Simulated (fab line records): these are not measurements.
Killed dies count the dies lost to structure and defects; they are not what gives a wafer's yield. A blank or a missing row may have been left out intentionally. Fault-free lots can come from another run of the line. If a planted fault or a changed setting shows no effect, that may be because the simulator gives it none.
Which tool did it? | flow n5Finfet | Sampling: 9 lots, 27 wafers, 5 of 1938 route steps

WHAT THE GAUGES SHOWED, per wafer
N5_GATE_CUT_CD_MEAS_13: target cd 20 nm. Usual: cdNm 20.0 nm, standard deviation 0.31.
lot  | measured    | on       | cdNm (nm)      | flag
L774 | day 4 17:05 | cdSem-01 | 19.9 19.8 20.1 | 
L778 | day 5 22:05 | cdSem-03 | 20.0 20.0 19.8 | 
L780 | day 6 14:00 | cdSem-02 | 20.1 19.7 19.5 | 
L788 | day 8 02:53 | cdSem-02 | 19.4 19.9 19.6 | 
L789 | day 8 09:19 | cdSem-03 | 20.2 20.2 20.5 | 
L790 | day 8 15:36 | cdSem-03 | 20.2 20.1 20.3 | 
L791 | day 9 02:44 | cdSem-03 | 19.9 20.5 20.3 | 
L792 | day 9 04:38 | cdSem-02 | 20.4 20.2 20.7 | 
L795 | day 9 23:06 | cdSem-01 | 19.9 20.4 20.0 | 

N5_BEOL_M4_RC_MEAS_101. Usual: DIBL_N 37.1 mV/V, standard deviation 2.6; DIBL_P 38 mV/V, standard deviation 3; IOFF_N 0.18 nA/um, standard deviation 0.052; IOFF_P 0.25 nA/um, standard deviation 0.06; ION_N 678 uA/um, standard deviation 15; ION_P 467 uA/um, standard deviation 8.6; SS_N 71.7 mV/dec, standard deviation 0.73; SS_P 73.7 mV/dec, standard deviation 0.89; VT_N 249 mV, standard deviation 4.3; VT_P -248 mV, standard deviation 3.8.
lot  | measured     | on        | DIBL_N (mV/V)  | DIBL_P (mV/V) | IOFF_N (nA/um) | IOFF_P (nA/um) | ION_N (uA/um) | ION_P (uA/um) | SS_N (mV/dec)  | SS_P (mV/dec)  | VT_N (mV)   | VT_P (mV)      | flag
L774 | day 10 12:04 | prober-02 | 34.6 40.1 36.5 | 36 42 38      | 0.13 0.26 0.17 | 0.18 0.29 0.22 | 657 688 667   | 448 468 459   | 70.1 72.2 72.0 | 72.9 74.8 72.7 | 253 242 249 | -255 -245 -251 | 
L778 | day 12 09:07 | prober-02 | 34.7 33.9 34.8 | 34 33 35      | 0.13 0.12 0.13 | 0.22 0.19 0.23 | 659 661 674   | 464 461 475   | 71.6 71.3 71.1 | 73.4 72.3 72.6 | 251 253 255 | -247 -251 -246 | 
L780 | day 12 01:53 | prober-02 | 37.1 38.0 34.7 | 39 41 37      | 0.18 0.21 0.14 | 0.24 0.29 0.21 | 674 686 667   | 463 476 463   | 72.0 71.8 70.5 | 74.2 74.3 73.3 | 250 249 252 | -248 -247 -247 | 
L788 | day 14 05:19 | prober-01 | 34.6 38.4 40.5 | 36 38 41      | 0.12 0.18 0.23 | 0.22 0.24 0.32 | 669 671 693   | 471 469 476   | 71.3 71.9 72.6 | 73.4 73.8 74.8 | 256 250 246 | -249 -248 -243 | 
L789 | day 15 06:35 | prober-01 | 38.9 38.1 40.2 | 39 40 41      | 0.21 0.19 0.25 | 0.29 0.34 0.35 | 685 683 692   | 470 478 478   | 72.4 72.1 72.4 | 73.9 73.0 74.0 | 247 246 243 | -243 -242 -241 | 
L790 | day 14 14:53 | prober-02 | 36.8 37.6 42.1 | 38 39 43      | 0.15 0.18 0.30 | 0.25 0.29 0.40 | 675 680 712   | 469 478 482   | 71.2 71.5 72.6 | 73.1 73.6 75.5 | 253 247 241 | -245 -245 -240 | 
L791 | day 15 15:47 | prober-01 | 32.3 36.0 32.8 | 34 38 34      | 0.11 0.17 0.12 | 0.17 0.25 0.18 | 661 662 671   | 452 461 469   | 70.5 72.2 70.6 | 71.0 74.0 71.9 | 253 247 254 | -252 -248 -252 | 
L792 | day 15 12:39 | prober-01 | 35.4 36.7 35.1 | 38 39 38      | 0.15 0.18 0.15 | 0.20 0.22 0.21 | 669 688 669   | 457 465 460   | 71.1 71.8 71.3 | 73.4 73.7 73.4 | 253 246 251 | -252 -252 -251 | 
L795 | day 16 07:49 | prober-02 | 36.5 37.0 38.3 | 39 39 41      | 0.19 0.19 0.23 | 0.26 0.26 0.30 | 704 674 700   | 484 462 477   | 71.2 72.0 71.3 | 74.6 73.8 74.7 | 244 248 245 | -243 -248 -248 | 

WHICH TOOL RAN EACH LOT (tool, then ch and the chambers of the sampled wafers, then the start)
lot  | N5_GATE_CUT_ETCH_36              | N5_GATE_CUT_STRIP_41             | N5_GATE_CUT_VAPOR_ETCH_48
L774 | rieDiel-02 ch 0,1,3, day 4 17:15 | rieDiel-02 ch 0,1,3, day 4 17:26 | rieMetal-03 ch 0,1, day 4 17:46
L778 | rieDiel-06 ch 0,1,2, day 5 22:16 | rieDiel-06 ch 0,1,2, day 5 22:26 | rieMetal-03 ch 0,1, day 5 23:59
L780 | rieDiel-02 ch 0,1, day 6 14:11   | rieDiel-02 ch 0,1, day 6 14:21   | rieMetal-01 ch 0,1, day 6 14:46
L788 | rieDiel-02 ch 0,2,3, day 8 03:04 | rieDiel-02 ch 0,2,3, day 8 03:14 | rieMetal-02 ch 1, day 8 03:35
L789 | rieDiel-06 ch 0,1,2, day 8 09:30 | rieDiel-06 ch 0,1,2, day 8 09:40 | rieMetal-02 ch 0,1, day 8 10:05
L790 | rieDiel-06 ch 0,2,3, day 8 15:47 | rieDiel-06 ch 0,2,3, day 8 15:57 | rieMetal-01 ch 0,1, day 8 16:18
L791 | rieDiel-06 ch 0,1, day 9 03:04   | rieDiel-06 ch 0,1, day 9 03:14   | rieMetal-01 ch 0,1, day 9 03:35
L792 | rieDiel-06 ch 0,1,2, day 9 04:49 | rieDiel-06 ch 0,1,2, day 9 04:59 | rieMetal-03 ch 0,1, day 9 05:20
L795 | rieDiel-02 ch 0,1,3, day 9 23:17 | rieDiel-02 ch 0,1,3, day 9 23:27 | rieMetal-02 ch 1, day 9 23:59
- N5_GATE_CUT_ETCH_36: etches SiARC in CF4, target depth 13 nm, time 21.7 s.
- N5_GATE_CUT_STRIP_41: strips in CF4.
- N5_GATE_CUT_VAPOR_ETCH_48: etches TiN in BCl3/Cl2.

AS READ BY THE TOOLS THEMSELVES (means over the sampled wafers that have a number; for cases with no such wafer, the mark the record gives instead)
N5_GATE_CUT_ETCH_36. Usual: chamberPressureMTorr is 40.00 mTorr with standard deviation 0.036, drypumpMotorCurrentA is 5.7 A with standard deviation 0.37, etchRfOnTimeS is 21.4 s with standard deviation 0.75, oesProductAu is 0.70 a.u. with standard deviation 0.076, rfVppV is 184.3 V with standard deviation 1.2, showerheadPlenumPTorr is 2.16 Torr with standard deviation 0.066, and throttleValvePct is 15.48 % with standard deviation 0.24.
lot  | tool       | chamberPressureMTorr (mTorr) | drypumpMotorCurrentA (A) | etchRfOnTimeS (s) | oesProductAu (a.u.) | rfVppV (V) | showerheadPlenumPTorr (Torr) | throttleValvePct (%) | flag
L774 | rieDiel-02 | 40.02                        | 5.7                      | 21.8              | 0.64                | 183.6      | 2.14                         | 15.59                | 
L778 | rieDiel-06 | 39.97                        | 5.6                      | 21.7              | 0.70                | 184.6      | 2.18                         | 15.37                | 
L780 | rieDiel-02 | 40.01                        | 5.7                      | 21.7              | 0.61                | 183.1      | 2.12                         | 15.76                | 
L788 | rieDiel-02 | 40.04                        | 5.7                      | 21.9              | 0.62                | 183.8      | 2.10                         | 15.65                | 
L789 | rieDiel-06 | 39.99                        | 5.6                      | 21.8              | 0.69                | 184.6      | 2.17                         | 15.39                | 
L790 | rieDiel-06 | 40.00                        | 5.6                      | 21.6              | 0.74                | 184.1      | 2.15                         | 15.36                | 
L791 | rieDiel-06 | 40.01                        | 5.7                      | 21.9              | 0.61                | 184.9      | 2.16                         | 15.54                | 
L792 | rieDiel-06 | 39.99                        | 5.6                      | 21.9              | 0.68                | 184.1      | 2.17                         | 15.40                | 
L795 | rieDiel-02 | 39.99                        | 5.7                      | 21.9              | 0.62                | 183.4      | 2.13                         | 15.65                | 

N5_GATE_CUT_STRIP_41. Usual: biasPowerW 75.00 W, standard deviation 0.24; cf4FlowSccm 150.1 sccm, standard deviation 0.43; chamberPressureMTorr 50.00 mTorr, standard deviation 0.047; drypumpMotorCurrentA 5.7 A, standard deviation 0.37; oesProductAu 0.188 a.u., standard deviation 0.02; rfVppV 271.5 V, standard deviation 1.6; showerheadPlenumPTorr 1.81 Torr, standard deviation 0.055; throttleValvePct 13.45 %, standard deviation 0.24.
lot  | tool       | biasPowerW (W) | cf4FlowSccm (sccm) | chamberPressureMTorr (mTorr) | drypumpMotorCurrentA (A) | oesProductAu (a.u.) | rfVppV (V) | showerheadPlenumPTorr (Torr) | throttleValvePct (%) | flag
L774 | rieDiel-02 | 75.06          | 149.8              | 49.98                        | 5.7                      | 0.170               | 271.7      | 1.79                         | 13.56                | 
L778 | rieDiel-06 | 74.86          | 150.4              | 50.03                        | 5.6                      | 0.189               | 271.4      | 1.82                         | 13.33                | 
L780 | rieDiel-02 | 75.10          | 150.2              | 50.07                        | 5.6                      | 0.166               | 269.6      | 1.76                         | 13.70                | 
L788 | rieDiel-02 | -              | -                  | -                            | -                        | -                   | -          | -                            | -                    | OFF
L789 | rieDiel-06 | -              | -                  | -                            | -                        | -                   | -          | -                            | -                    | OFF
L790 | rieDiel-06 | -              | -                  | -                            | -                        | -                   | -          | -                            | -                    | OFF
L791 | rieDiel-06 | 74.86          | 149.9              | 49.98                        | 5.7                      | 0.169               | 271.8      | 1.81                         | 13.53                | 
L792 | rieDiel-06 | 75.13          | 150.0              | 49.99                        | 5.6                      | 0.187               | 271.5      | 1.81                         | 13.38                | 
L795 | rieDiel-02 | 74.87          | 150.1              | 50.01                        | 5.7                      | 0.169               | 270.6      | 1.79                         | 13.63                | 

N5_GATE_CUT_VAPOR_ETCH_48. Usual: drypumpMotorCurrentA 5.8 A, standard deviation 0.4; oesProductAu 0.70 a.u., standard deviation 0.079.
lot  | tool        | drypumpMotorCurrentA (A) | oesProductAu (a.u.) | flag
L774 | rieMetal-03 | 5.7                      | 0.78                | 
L778 | rieMetal-03 | 5.7                      | 0.80                | 
L780 | rieMetal-01 | 5.6                      | 0.68                | 
L788 | rieMetal-02 | 6.0                      | 0.61                | 
L789 | rieMetal-02 | 6.0                      | 0.65                | 
L790 | rieMetal-01 | 5.6                      | 0.67                | 
L791 | rieMetal-01 | 5.6                      | 0.67                | 
L792 | rieMetal-03 | 5.7                      | 0.78                | 
L795 | rieMetal-02 | 6.0                      | 0.61                | 

THE ANSWER, worked out from the rows above alone
Rule: take the mean of a lot's wafers that have a number; if it is more than 3 standard deviations from the usual mean, the lot is off. Also off: a lot with no number at a reading for which 4 or more lots have one. Where the step has rows for the other lots, those lots are counted as sound. First the gauges in route order, then the tools' own readings, where a lot's mean is used as printed above. The first step at which some lot is off is used, and at that step the reading that is off furthest; a lot without a number counts as furthest.
Off: L788, L789, L790 (N5_GATE_CUT_STRIP_41, biasPowerW). Without a number there: L788, L789, L790.
If a tool, at that step or one of the process steps before it, ran each lot that is off and ran no sound lot following the first of them, it fits. Not one of the candidates tried fits.

WHAT HAD BEEN PUT IN BY THE SIMULATOR
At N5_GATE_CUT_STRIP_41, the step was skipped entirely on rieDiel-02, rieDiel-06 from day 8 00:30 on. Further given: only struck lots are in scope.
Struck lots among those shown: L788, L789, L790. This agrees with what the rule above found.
